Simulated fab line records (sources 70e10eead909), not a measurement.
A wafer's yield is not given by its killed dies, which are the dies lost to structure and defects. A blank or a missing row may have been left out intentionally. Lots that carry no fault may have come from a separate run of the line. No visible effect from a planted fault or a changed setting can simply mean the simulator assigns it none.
Chamber matching    flow nandHarc    NHARC_P_GATE_ALD_36 on aldSin-01 has 4 sister chambers
The step deposits SiNx, target thk 20 nm, pulse time 60 s, ald cycles 223. 4 wafers are shown with their chamber, then 8 later ones without.

## WAFERS WITH THEIR CHAMBER
wafer   chamber  heaterPowerW (W)
L089.4  3        808
L089.2  0        872
L089.5  2        770
L091.2  1        717

## WAFERS MISSING THEIR CHAMBER
wafer   heaterPowerW (W)
L091.3  800
L091.4  806
L094.2  797
L094.1  812
L094.3  859
L097.1  813
L097.3  759
L097.5  860

## CHAMBER TAKEN BY EACH
wafer    from the rows above       in truth
L091.3   3                         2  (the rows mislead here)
L091.4   3                         3
L094.2   can't be placed: 3 or 2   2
L094.1   3                         3
L094.3   0                         0
L097.1   3                         3
L097.3   2                         2
L097.5   0                         0
Correctly placed: 6 of 8. These rows do not allow placing 1 (true chamber among the candidates in 1). Number placed wrongly: 1.
How it was worked out, from the rows above alone: a wafer's distance from a chamber is the root of the sum, over the readings, of the square of ((its reading less the chamber's mean) divided by the reading's scatter). The wafer belongs to the nearest chamber; if the next one is less than 2 further off, it can't be placed. The mean given for a chamber averages the wafers shown for that chamber. The scatter: with one shown wafer a chamber, the root of the mean of the squares of how far each hidden wafer lies from its nearest shown one.
